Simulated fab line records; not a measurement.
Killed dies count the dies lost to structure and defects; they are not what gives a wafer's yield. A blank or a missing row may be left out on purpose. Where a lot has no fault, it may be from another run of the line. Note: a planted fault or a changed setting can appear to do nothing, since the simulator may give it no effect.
fab line records	flow n5-finfet
record: lots: 5	wafers: 15	last-day: 16
route steps=1938 shown BEOL_M4@1096 BEOL_M5@1112
lots untouched by any fault: they come from a run of this same line in which no faults occurred
start-h: hours from the record's opening day to when the first of the lot's shown wafers began	wait-h: time in hours since the lot's previous step	" repeats the value in the row above	L1.1+2: a single row standing in for several wafers	- no value, or no start given	* or withheld: withheld	< > ~ a bound
route shown NAME@n: NAME is a module with steps in the file, n the number in the route of the first one	usual: the fault-free wafers' mean and standard deviation	same: alike in all rows	chamber/n: place in a boat	sites: the reading at each site	_std_site: the values' standard deviation	_edge_site: mean of outer sites minus mean of inner sites	radius-mm: how far each site lies from the wafer's centre	mask NAME#n: copy n	behind: the tool/chamber that last shaped the wafer	hold: the reason the lot was held/the length of the hold in hours/how it ended	device: the n, p or np transistor that did not switch	end of line: tests of these same wafers at the route's end	a step given without rows: its recipe and nothing more	killed: the dies lost at the first sort to structure and to defects; this is not the yield of the wafer	map: per-die view of a wafer (x killed, . not killed, _ where there is no die)
set.NAME: the setting the step ran with; set.NAME@STEP: the setting that earlier step ran with	model.NAME: the simulator's own value behind a step, which no gauge read
a table for each step, a row for each wafer; lots at some steps of the route
services: when a tool's chamber went out of use (start-h, in hours from the record's first day, below 0 if earlier), for how many hours, and the reason
== steps ==
step: N5_BEOL_M4_SPUTTER_92
recipe: material: Cu	target-thk-a: 45	temp-c: -20	chamber-pressure-pa: 0.07	power-w: withheld	time-s: 8.29
usual: throttle-valve-pct: 30.4/1.4
lot.wafer	tool	chamber	start-h	wait-h	throttle-valve-pct
L078.1	pvd-sputter-02	-	197.32	0.1	30.6
L078.3	"	-	"	"	28.8
L078.6	"	-	"	"	29.0
L080.1	pvd-sputter-03	-	214.98	0.1	28.7
L080.3	"	-	"	"	28.6
L080.6	"	-	"	"	32.2
L083.2	pvd-sputter-02	-	223.10	0.1	30.7
L083.3	"	-	"	"	30.3
L083.4	"	-	"	"	30.9
L090.2	pvd-sputter-03	-	276.18	0.1	29.0
L090.4	"	-	"	"	32.2
L090.6	"	-	"	"	31.6
L093.1	pvd-sputter-01	-	284.41	0.1	28.5
L093.2	"	-	"	"	30.2
L093.5	"	-	"	"	32.1
step: N5_BEOL_M4_ANNEAL_93
recipe: temp-c: 400	time-s: 240	ambient: vacuum
usual: heater-power-w: 826/99
lot.wafer	tool	chamber	start-h	wait-h	heater-power-w
L078.1	pvd-sputter-02	-	197.40	0.0	1072
L078.3	"	-	"	"	786
L078.6	"	-	"	"	775
L080.1	pvd-sputter-03	-	215.06	0.0	936
L080.3	"	-	"	"	771
L080.6	"	-	"	"	860
L083.2	pvd-sputter-02	-	223.18	0.0	1063
L083.3	"	-	"	"	797
L083.4	"	-	"	"	727
L090.2	pvd-sputter-03	-	276.26	0.0	956
L090.4	"	-	"	"	858
L090.6	"	-	"	"	682
L093.1	pvd-sputter-01	-	284.49	0.0	755
L093.2	"	-	"	"	788
L093.5	"	-	"	"	806
step: N5_BEOL_M4_SPUTTER_94
recipe: material: Cu	target-thk-a: 45	temp-c: -20	chamber-pressure-pa: 0.07	power-w: withheld	time-s: 8.29
usual: throttle-valve-pct: 30.4/1.3
lot.wafer	tool	chamber	start-h	wait-h	throttle-valve-pct
L078.1	pvd-sputter-02	-	197.54	0.1	30.7
L078.3	"	-	"	"	29.1
L078.6	"	-	"	"	29.1
L080.1	pvd-sputter-03	-	215.20	0.1	28.8
L080.3	"	-	"	"	28.5
L080.6	"	-	"	"	32.2
L083.2	pvd-sputter-02	-	223.32	0.1	30.7
L083.3	"	-	"	"	30.3
L083.4	"	-	"	"	30.7
L090.2	pvd-sputter-03	-	276.40	0.1	28.7
L090.4	"	-	"	"	32.0
L090.6	"	-	"	"	31.6
L093.1	pvd-sputter-01	-	284.63	0.1	28.3
L093.2	"	-	"	"	30.2
L093.5	"	-	"	"	31.6
step: N5_BEOL_M4_ANNEAL_95
recipe: temp-c: 400	time-s: 240	ambient: vacuum
usual: heater-power-w: 826/100
lot.wafer	tool	chamber	start-h	wait-h	heater-power-w
L078.1	pvd-sputter-02	-	197.62	0.0	1085
L078.3	"	-	"	"	788
L078.6	"	-	"	"	754
L080.1	pvd-sputter-03	-	215.28	0.0	948
L080.3	"	-	"	"	757
L080.6	"	-	"	"	857
L083.2	pvd-sputter-02	-	223.40	0.0	1091
L083.3	"	-	"	"	784
L083.4	"	-	"	"	726
L090.2	pvd-sputter-03	-	276.48	0.0	963
L090.4	"	-	"	"	873
L090.6	"	-	"	"	691
L093.1	pvd-sputter-01	-	284.71	0.0	739
L093.2	"	-	"	"	802
L093.5	"	-	"	"	791
step: N5_BEOL_M4_SPUTTER_96
recipe: material: Cu	target-thk-a: 45	temp-c: -20	chamber-pressure-pa: 0.07	power-w: withheld	time-s: 8.29
usual: throttle-valve-pct: 30.4/1.4
lot.wafer	tool	chamber	start-h	wait-h	throttle-valve-pct
L078.1	pvd-sputter-02	-	197.76	0.1	30.7
L078.3	"	-	"	"	28.8
L078.6	"	-	"	"	29.2
L080.1	pvd-sputter-03	-	215.42	0.1	28.9
L080.3	"	-	"	"	28.6
L080.6	"	-	"	"	32.0
L083.2	pvd-sputter-02	-	223.54	0.1	30.4
L083.3	"	-	"	"	30.1
L083.4	"	-	"	"	30.7
L090.2	pvd-sputter-03	-	276.62	0.1	29.0
L090.4	"	-	"	"	32.1
L090.6	"	-	"	"	31.6
L093.1	pvd-sputter-01	-	284.85	0.1	28.7
L093.2	"	-	"	"	30.3
L093.5	"	-	"	"	32.0
step: N5_BEOL_M4_ECD_50
recipe: material: Cu	target-thk-a: 3000
lot.wafer	tool	chamber	start-h	wait-h
L078.1+3+6	ecd-cu-02	1,0,1	197.88	0.1
L080.1+3+6	ecd-cu-02	1,1,0	215.54	0.1
L083.2+3+4	ecd-cu-02	0,0,1	223.66	0.1
L090.2+4+6	ecd-cu-02	1,0,0	276.73	0.1
L093.1+2+5	ecd-cu-02	0,1,0	284.96	0.1
step: N5_BEOL_M4_ANNEAL_51
recipe: temp-c: 225	time-s: 90	ambient: N2
usual: wafer_temp_C_max: 225.67/0.24
lot.wafer	tool	chamber	start-h	wait-h	wafer_temp_C_max
L078.1	rtp-anneal-02	0	197.97	0.1	225.51
L078.3	"	0	"	"	225.52
L078.6	"	0	"	"	225.62
L080.1	rtp-anneal-02	0	215.62	0.1	226.13
L080.3	"	0	"	"	226.23
L080.6	"	0	"	"	226.12
L083.2	rtp-anneal-02	0	223.78	0.1	225.87
L083.3	"	0	"	"	225.71
L083.4	"	0	"	"	225.98
L090.2	rtp-anneal-01	0	276.86	0.1	225.35
L090.4	"	0	"	"	225.30
L090.6	"	0	"	"	225.01
L093.1	rtp-anneal-01	0	285.13	0.1	225.91
L093.2	"	0	"	"	225.92
L093.5	"	0	"	"	225.58
step: N5_BEOL_M4_CMP_52
recipe: stop-on: SiOC	t-overpolish-s: 6.8	down-force-psi: 1	platen-rpm: 50	clearing-platen-down-force-psi: 1.5	clearing-platen-rpm: 50	post-cmp-clean: cu-alkaline	target-thk-nm: 40	clearing-platen-pad-velocity-m-s: 0.99484	pad-velocity-m-s: 0.99484
usual: barrier-field-endpoint-s: 24.7/0.63	motor-current-A: 6.0/0.65	overpolish-run-s: 6.801/0.0091	time-to-endpoint-s: 63/3.4
lot.wafer	tool	chamber	start-h	wait-h	barrier-field-endpoint-s	motor-current-A	overpolish-run-s	time-to-endpoint-s
L078.3	cmp-03	1	198.26	0.2	24.3	5.8	6.808	64
L078.1	"	0	"	"	24.8	5.8	6.781	63
L078.6	"	2	"	"	25.5	4.9	6.796	65
L080.3	cmp-04	1	215.95	0.2	25.2	5.7	6.811	64
L080.1	"	3	"	"	25.3	6.0	6.809	63
L080.6	"	1	"	"	25.3	5.6	6.804	63
L083.4	cmp-03	3	224.03	0.1	24.2	6.2	6.805	60
L083.2	"	0	"	"	24.0	6.2	6.808	63
L083.3	"	2	"	"	24.0	4.9	6.795	62
L090.4	cmp-02	3	277.11	0.1	25.1	5.7	6.802	65
L090.2	"	1	"	"	24.9	6.0	6.794	64
L090.6	"	3	"	"	24.7	6.0	6.809	68
L093.2	cmp-02	1	285.46	0.2	24.5	5.9	6.803	64
L093.1	"	2	"	"	25.0	7.6	6.804	63
L093.5	"	1	"	"	25.3	5.9	6.784	63
step: N5_BEOL_M4_THK_MEAS_53
recipe: thk-meas-gauge: xrf	reads: Cu_of_BEOL_M4_ECD_50
usual: M4_THK: 39.7/1.7
lot.wafer	tool	chamber	start-h	wait-h	M4_THK[nm]
L078.1	film-metro-02	-	198.56	-	40.1
L078.3	"	-	"	"	39.4
L078.6	"	-	"	"	42.2
L080.1	film-metro-01	-	216.21	-	41.3
L080.3	"	-	"	"	39.0
L080.6	"	-	"	"	39.5
L083.2	film-metro-01	-	224.33	-	38.6
L083.3	"	-	"	"	38.8
L083.4	"	-	"	"	38.4
L090.2	film-metro-01	-	277.41	-	39.5
L090.4	"	-	"	"	41.5
L090.6	"	-	"	"	39.9
L093.1	film-metro-01	-	285.72	-	39.5
L093.2	"	-	"	"	41.5
L093.5	"	-	"	"	39.9
step: N5_BEOL_M4_PRE_CLEAN_60
recipe: gas: NH3/H2	time-s: 15	temp-c: *	rf-power-w: 300
usual: heater-power-w: 106/25
lot.wafer	tool	chamber	start-h	wait-h	heater-power-w
L078.1	cvd-co-01	2	198.61	0.1	83
L078.3	"	1	"	"	135
L078.6	"	0	"	"	76
L080.1	cvd-co-01	2	216.25	0.0	85
L080.3	"	1	"	"	141
L080.6	"	0	"	"	75
L083.2	cvd-co-02	2	224.36	0.0	136
L083.3	"	1	"	"	101
L083.4	"	0	"	"	84
L090.2	cvd-co-02	2	277.44	0.0	133
L090.4	"	1	"	"	102
L090.6	"	0	"	"	85
L093.1	cvd-co-02	1	285.76	0.0	102
L093.2	"	0	"	"	85
L093.5	"	2	"	"	134
step: N5_BEOL_M4_CO_CAP_55
recipe: material: Co	target-thk-a: 20	temp-c: 200	precursor: CCTBA/H2	pressure-torr: 30	time-s: 102.1
usual: heater-power-w: 262/33
lot.wafer	tool	chamber	start-h	wait-h	heater-power-w
L078.1	cvd-co-01	2	198.65	0.0	234
L078.3	"	1	"	"	307
L078.6	"	0	"	"	225
L080.1	cvd-co-01	2	216.29	0.0	231
L080.3	"	1	"	"	306
L080.6	"	0	"	"	222
L083.2	cvd-co-02	2	224.40	0.0	299
L083.3	"	1	"	"	259
L083.4	"	0	"	"	236
L090.2	cvd-co-02	2	277.48	0.0	296
L090.4	"	1	"	"	254
L090.6	"	0	"	"	229
L093.1	cvd-co-02	1	285.80	0.0	254
L093.2	"	0	"	"	238
L093.5	"	2	"	"	297
step: N5_BEOL_M4_PRE_CLEAN_56
recipe: gas: NH3	time-s: 15	temp-c: withheld	rf-power-w: 300
lot.wafer	tool	chamber	start-h	wait-h
L078.1+3+6	pecvd-03	2,0,2	198.74	0.1
L080.1+3+6	pecvd-03	1,0,1	216.38	0.1
L083.2+3+4	pecvd-01	2,1,1	224.50	0.1
L090.2+4+6	pecvd-01	0,1,0	277.59	0.1
L093.1+2+5	pecvd-02	1,0,1	285.89	0.1
step: N5_BEOL_M4_DEP_57
recipe: material: SiCN	target-thk-a: 80	temp-c: withheld	precursor: 3MS/NH3	pressure-torr: 3	rf-w: 202	time-s: 14
usual: showerhead-plenum-p-Torr: 3.663/0.012	throttle-valve-pct: 9.1/0.61
lot.wafer	tool	chamber	start-h	wait-h	showerhead-plenum-p-Torr	throttle-valve-pct
L078.1	pecvd-03	2	198.77	0.0	3.665	8.4
L078.3	"	0	"	"	3.648	9.4
L078.6	"	2	"	"	3.671	8.8
L080.1	pecvd-03	1	216.42	0.0	3.657	9.1
L080.3	"	0	"	"	3.648	9.6
L080.6	"	1	"	"	3.661	9.2
L083.2	pecvd-01	2	224.52	0.0	3.690	9.0
L083.3	"	1	"	"	3.637	10.7
L083.4	"	1	"	"	3.653	10.8
L090.2	pecvd-01	0	277.61	0.0	3.646	8.7
L090.4	"	1	"	"	3.661	10.6
L090.6	"	0	"	"	3.652	8.6
L093.1	pecvd-02	1	285.91	0.0	3.662	8.4
L093.2	"	0	"	"	3.660	9.3
L093.5	"	1	"	"	3.660	8.5
step: N5_BEOL_M4_RS_MEAS_58
recipe: thk-meas-gauge: four-point-probe	reads: Co_of_BEOL_M4_CO_CAP_55+Cu_of_BEOL_M4_ECD_50+Co_of_BEOL_M4_CVD_47+TaN_of_BEOL_M4_ALD_84
usual: M4_RS: 0.66/0.035
lot.wafer	tool	chamber	start-h	wait-h	M4_RS[ohm/sq]
L078.1	film-metro-02	-	198.85	0.1	0.66
L078.3	"	-	"	"	0.67
L078.6	"	-	"	"	0.62
L080.1	film-metro-01	-	216.50	0.1	0.62
L080.3	"	-	"	"	0.67
L080.6	"	-	"	"	0.65
L083.2	film-metro-02	-	224.59	0.1	0.68
L083.3	"	-	"	"	0.68
L083.4	"	-	"	"	0.69
L090.2	film-metro-02	-	277.68	0.1	0.66
L090.4	"	-	"	"	0.62
L090.6	"	-	"	"	0.65
L093.1	film-metro-02	-	285.98	0.0	0.67
L093.2	"	-	"	"	0.62
L093.5	"	-	"	"	0.65
step: N5_BEOL_M4_INSPECT_59
recipe: inspect-instrument: darkfield	mode: post-dep
usual: raw-defect-count: 81/27
lot.wafer	tool	chamber	start-h	wait-h	raw-defect-count
L078.1	defect-inspect-02	-	198.87	0.0	177
L078.3	"	-	"	"	110
L078.6	"	-	"	"	59
L080.1	defect-inspect-01	-	216.53	0.0	126
L080.3	"	-	"	"	110
L080.6	"	-	"	"	140
L083.2	defect-inspect-01	-	224.61	0.0	89
L083.3	"	-	"	"	90
L083.4	"	-	"	"	86
L090.2	defect-inspect-01	-	277.71	0.0	112
L090.4	"	-	"	"	89
L090.6	"	-	"	"	67
L093.1	defect-inspect-02	-	286.01	0.0	95
L093.2	"	-	"	"	110
L093.5	"	-	"	"	65
step: N5_BEOL_M4_RC_MEAS_101
usual: DIBL_N: 35.7/1.5	DIBL_P: 35.7/2	IOFF_N: 0.155/0.026	IOFF_P: 0.20/0.031	ION_N: 675/11	ION_P: 462/7.1	SS_N: 71.3/0.57	SS_P: 73.1/0.56	VT_N: 250/3	VT_P: -251/3
lot.wafer	tool	chamber	start-h	wait-h	DIBL_N[mV/V]	DIBL_P[mV/V]	IOFF_N[nA/um]	IOFF_P[nA/um]	ION_N[uA/um]	ION_P[uA/um]	SS_N[mV/dec]	SS_P[mV/dec]	VT_N[mV]	VT_P[mV]
L078.1	prober-02	0	198.90	0.0	35.3	33.2	0.147	0.18	670	456	71.3	72.1	249	-253
L078.3	"	0	"	"	35.9	33.9	0.149	0.19	681	467	71.2	73.2	251	-251
L078.6	"	0	"	"	36.7	34.5	0.176	0.21	701	469	72.0	72.5	245	-247
L080.1	prober-01	0	216.55	0.0	33.7	34.7	0.141	0.18	675	470	70.6	72.7	249	-249
L080.3	"	0	"	"	34.7	35.8	0.143	0.20	664	460	71.1	73.6	249	-249
L080.6	"	0	"	"	32.6	33.5	0.121	0.17	680	472	70.2	72.5	251	-251
L083.2	prober-01	0	224.79	0.2	35.0	34.1	0.126	0.16	673	459	70.8	72.6	252	-257
L083.3	"	0	"	"	36.4	34.8	0.162	0.18	666	448	71.4	73.7	251	-254
L083.4	"	0	"	"	36.8	35.1	0.168	0.18	688	460	71.4	72.8	249	-255
L090.2	prober-01	0	277.89	0.2	39.6	39.1	0.210	0.26	682	469	72.1	75.0	248	-248
L090.4	"	0	"	"	37.9	36.8	0.171	0.22	675	469	72.6	73.8	246	-250
L090.6	"	0	"	"	35.7	34.8	0.146	0.19	683	464	72.1	72.7	250	-252
L093.1	prober-01	0	286.03	0.0	35.8	33.9	0.141	0.20	677	461	71.3	72.9	253	-251
L093.2	"	0	"	"	35.6	34.8	0.132	0.22	675	476	71.3	73.2	254	-248
L093.5	"	0	"	"	35.4	34.5	0.130	0.21	662	460	71.1	73.0	254	-248
step: N5_BEOL_M5_ILD_DEP_00
recipe: material: SiCOH_lowk	target-thk-a: 1406.4	temp-c: 300	precursor: DEMS/porogen	pressure-torr: 5	rf-w: 500	time-s: 25.9
usual: heater-power-w: 314/31	showerhead-plenum-p-Torr: 5.735/0.015	throttle-valve-pct: 13.9/0.99
lot.wafer	tool	chamber	start-h	wait-h	heater-power-w	showerhead-plenum-p-Torr	throttle-valve-pct
L078.1	pecvd-01	1	199.86	0.8	335	5.719	16.3
L078.3	"	0	"	"	300	5.720	13.6
L078.6	"	2	"	"	290	5.755	13.9
L080.1	pecvd-04	1	217.51	0.8	333	5.736	13.5
L080.3	"	1	"	"	353	5.728	13.9
L080.6	"	1	"	"	347	5.733	13.2
L083.2	pecvd-04	2	225.60	0.7	295	5.729	13.0
L083.3	"	1	"	"	321	5.737	13.6
L083.4	"	2	"	"	295	5.747	12.9
L090.2	pecvd-04	0	278.70	0.7	341	5.746	14.4
L090.4	"	2	"	"	296	5.729	12.8
L090.6	"	1	"	"	351	5.728	13.7
L093.1	pecvd-01	2	286.99	0.8	305	5.751	13.8
L093.2	"	1	"	"	341	5.731	16.1
L093.5	"	0	"	"	301	5.711	13.6
step: N5_BEOL_M5_CURE_79
recipe: temp-c: 385	time-s: 240	ambient: He/Ar	material: SiCOH_lowk
usual: lamp-power-pct: 52.31/0.053	wafer_temp_C_max: 387.1/0.61
lot.wafer	tool	chamber	start-h	wait-h	lamp-power-pct	wafer_temp_C_max
L078.1	uv-cure-02	2	199.92	0.0	52.31	386.5
L078.3	"	2	"	"	52.32	386.8
L078.6	"	2	"	"	52.36	386.9
L080.1	uv-cure-01	2	218.24	0.7	52.27	387.2
L080.3	"	2	"	"	52.31	386.5
L080.6	"	2	"	"	52.42	387.5
L083.2	uv-cure-02	1	225.76	0.1	52.37	386.7
L083.3	"	1	"	"	52.25	387.6
L083.4	"	1	"	"	52.24	387.2
L090.2	uv-cure-02	0	278.92	0.2	52.23	386.9
L090.4	"	0	"	"	52.26	386.8
L090.6	"	0	"	"	52.27	387.0
L093.1	uv-cure-03	0	287.05	0.0	52.35	386.6
L093.2	"	0	"	"	52.30	386.1
L093.5	"	0	"	"	52.28	386.5
step: N5_BEOL_M5_THK_MEAS_01
recipe: reads: SiCOH_lowk_of_BEOL_M5_ILD_DEP_00
usual: M5_ILD_THK: 120.7/1.7
lot.wafer	tool	chamber	start-h	wait-h	M5_ILD_THK[nm]
L078.1	film-metro-02	-	200.91	0.8	118.8
L078.3	"	-	"	"	121.0
L078.6	"	-	"	"	120.9
L080.1	film-metro-01	-	218.75	0.4	121.1
L080.3	"	-	"	"	121.0
L080.6	"	-	"	"	120.3
L083.2	film-metro-02	-	226.19	0.4	120.4
L083.3	"	-	"	"	119.0
L083.4	"	-	"	"	121.7
L090.2	film-metro-02	-	279.75	0.7	118.1
L090.4	"	-	"	"	123.3
L090.6	"	-	"	"	120.5
L093.1	film-metro-02	-	287.57	0.4	117.1
L093.2	"	-	"	"	118.8
L093.5	"	-	"	"	120.1
step: N5_BEOL_M5_PECVD_70
recipe: material: SiO2	target-thk-a: 160	temp-c: 400	precursor: TEOS/O2	pressure-torr: 5.5	rf-w: 450	teos-flow-sccm: 53.8	gas: O2	flow-sccm: 3000	time-s: 18
usual: heater-power-w: 706/55	showerhead-plenum-p-Torr: 8.77/0.054	throttle-valve-pct: 22.4/1.6
lot.wafer	tool	chamber	start-h	wait-h	heater-power-w	showerhead-plenum-p-Torr	throttle-valve-pct
L078.1	pecvd-04	1	200.95	0.0	756	8.76	22.0
L078.3	"	2	"	"	718	8.74	20.4
L078.6	"	2	"	"	714	8.76	20.6
L080.1	pecvd-02	1	218.79	0.0	754	8.77	20.9
L080.3	"	0	"	"	721	8.78	22.9
L080.6	"	1	"	"	758	8.76	21.0
L083.2	pecvd-04	2	226.23	0.0	711	8.73	20.8
L083.3	"	2	"	"	718	8.74	20.6
L083.4	"	1	"	"	701	8.77	22.0
L090.2	pecvd-01	0	279.80	0.0	648	8.70	22.1
L090.4	"	2	"	"	710	8.88	22.8
L090.6	"	0	"	"	647	8.71	22.0
L093.1	pecvd-02	0	287.60	0.0	699	8.81	23.4
L093.2	"	2	"	"	646	8.78	21.6
L093.5	"	0	"	"	706	8.77	23.0
step: N5_BEOL_M5_HM_DEP_02
recipe: material: TiN	target-thk-a: 200	temp-c: 25	chamber-pressure-pa: 0.49996
usual: throttle-valve-pct: 30.2/1.2
lot.wafer	tool	chamber	start-h	wait-h	throttle-valve-pct
L078.1	pvd-sputter-02	-	202.02	1.0	30.1
L078.3	"	-	"	"	29.0
L078.6	"	-	"	"	30.8
L080.1	pvd-sputter-03	-	220.50	1.7	28.9
L080.3	"	-	"	"	28.5
L080.6	"	-	"	"	32.0
L083.2	pvd-sputter-02	-	228.07	1.8	30.3
L083.3	"	-	"	"	31.0
L083.4	"	-	"	"	30.7
L090.2	pvd-sputter-02	-	280.73	0.9	30.1
L090.4	"	-	"	"	30.7
L090.6	"	-	"	"	30.8
L093.1	pvd-sputter-02	-	292.15	4.5	30.9
L093.2	"	-	"	"	30.0
L093.5	"	-	"	"	28.9
step: N5_BEOL_M5_COAT_59
recipe: resist: SOC	temp-c: 250	time-s: 60	spin-rpm: 1500	resist-thk-nm: 60
usual: dispense-pressure-kPa: 49.7/0.98	resist-line-temp-C: 23.00/0.12
lot.wafer	tool	chamber	start-h	wait-h	dispense-pressure-kPa	resist-line-temp-C
L078.1	litho-track-01	0	202.14	0.1	52.1	23.21
L078.3	"	0	"	"	52.2	23.16
L078.6	"	0	"	"	52.2	23.09
L080.1	litho-track-04	0	220.63	0.1	49.0	22.94
L080.3	"	0	"	"	49.0	22.86
L080.6	"	0	"	"	49.0	22.94
L083.2	litho-track-02	0	228.19	0.1	49.6	23.00
L083.3	"	0	"	"	49.6	22.85
L083.4	"	0	"	"	49.6	22.84
L090.2	litho-track-02	0	280.86	0.1	49.6	23.05
L090.4	"	0	"	"	49.7	23.21
L090.6	"	0	"	"	49.6	23.05
L093.1	litho-track-04	0	292.28	0.1	48.9	23.04
L093.2	"	0	"	"	49.0	22.98
L093.5	"	0	"	"	49.0	23.05
step: N5_BEOL_M5_COAT_60
recipe: resist: SiARC	temp-c: 220	time-s: 60	spin-rpm: 1500	resist-thk-nm: 12
usual: dispense-pressure-kPa: 49.8/0.98	resist-line-temp-C: 23.02/0.11
lot.wafer	tool	chamber	start-h	wait-h	dispense-pressure-kPa	resist-line-temp-C
L078.1	litho-track-01	0	-	-	52.3	23.13
L078.3	"	0	"	"	52.3	22.98
L078.6	"	0	"	"	52.3	23.07
L080.1	litho-track-04	0	-	-	49.1	23.18
L080.3	"	0	"	"	49.1	22.98
L080.6	"	0	"	"	49.1	22.98
L083.2	litho-track-02	0	-	-	49.7	23.01
L083.3	"	0	"	"	49.7	22.85
L083.4	"	0	"	"	49.7	23.06
L090.2	litho-track-02	0	-	-	49.7	23.05
L090.4	"	0	"	"	49.6	23.02
L090.6	"	0	"	"	49.6	23.16
L093.1	litho-track-04	0	-	-	49.1	22.85
L093.2	"	0	"	"	49.1	22.88
L093.5	"	0	"	"	49.1	22.90
step: N5_BEOL_M5_COAT_71
recipe: resist: underlayer	temp-c: 205	time-s: 60	spin-rpm: 1500	resist-thk-nm: 5
usual: dispense-pressure-kPa: 49.7/0.98	resist-line-temp-C: 23.00/0.1
lot.wafer	tool	chamber	start-h	wait-h	dispense-pressure-kPa	resist-line-temp-C
L078.1	litho-track-01	0	-	-	52.2	23.08
L078.3	"	0	"	"	52.2	23.08
L078.6	"	0	"	"	52.2	22.92
L080.1	litho-track-04	0	-	-	49.0	23.06
L080.3	"	0	"	"	49.0	23.08
L080.6	"	0	"	"	49.0	23.07
L083.2	litho-track-02	0	-	-	49.6	22.95
L083.3	"	0	"	"	49.6	22.99
L083.4	"	0	"	"	49.6	22.99
L090.2	litho-track-02	0	-	-	49.6	23.07
L090.4	"	0	"	"	49.6	23.00
L090.6	"	0	"	"	49.6	23.02
L093.1	litho-track-04	0	-	-	49.0	22.87
L093.2	"	0	"	"	49.0	22.93
L093.5	"	0	"	"	49.0	22.91
step: N5_BEOL_M5_COAT_05
recipe: resist: CAR-EUV	spin-rpm: 1500	resist-thk-nm: 30
usual: dispense-pressure-kPa: 49.7/0.99	resist-line-temp-C: 23.00/0.11
lot.wafer	tool	chamber	start-h	wait-h	dispense-pressure-kPa	resist-line-temp-C
L078.1	litho-track-01	0	-	-	52.2	22.95
L078.3	"	0	"	"	52.2	23.03
L078.6	"	0	"	"	52.2	23.24
L080.1	litho-track-04	0	-	-	49.0	23.05
L080.3	"	0	"	"	49.1	23.07
L080.6	"	0	"	"	49.0	23.13
L083.2	litho-track-02	0	-	-	49.5	23.16
L083.3	"	0	"	"	49.5	22.95
L083.4	"	0	"	"	49.6	23.11
L090.2	litho-track-02	0	-	-	49.5	23.09
L090.4	"	0	"	"	49.5	23.08
L090.6	"	0	"	"	49.6	23.09
L093.1	litho-track-04	0	-	-	49.0	22.95
L093.2	"	0	"	"	49.0	22.99
L093.5	"	0	"	"	49.0	23.08
== services ==
tool	chamber	start-h	hours	kind
pvd-sputter-03	-	178.36	1.0	repair
cmp-02	-	183.37	4.0	pm
uv-cure-03	-	184.43	7.1	pm
cvd-co-02	-	195.30	6.0	pm
uv-cure-02	-	206.66	14.6	pm
uv-cure-01	-	206.68	10.0	repair
pecvd-03	2	209.24	13.2	repair
pecvd-04	0	214.44	25.6	repair
uv-cure-03	-	215.20	9.7	repair
cvd-co-02	-	215.45	1.5	repair
cmp-02	-	223.26	4.3	pm
pecvd-02	2	223.44	4.2	repair
uv-cure-03	-	224.93	2.1	pm
cmp-02	-	227.88	1.6	repair
uv-cure-02	-	236.79	7.5	pm
cvd-co-02	1	240.53	10.1	repair
pecvd-04	2	242.61	6.9	repair
pecvd-01	-	255.82	1.6	repair
pecvd-03	1	260.12	40.9	repair
cmp-03	-	274.80	4.0	pm
pecvd-03	-	276.82	6.0	pm
pecvd-04	2	289.93	9.3	repair
cvd-co-02	0	290.57	66.4	repair
pecvd-02	-	292.26	5.5	pm
== key ==
fault none
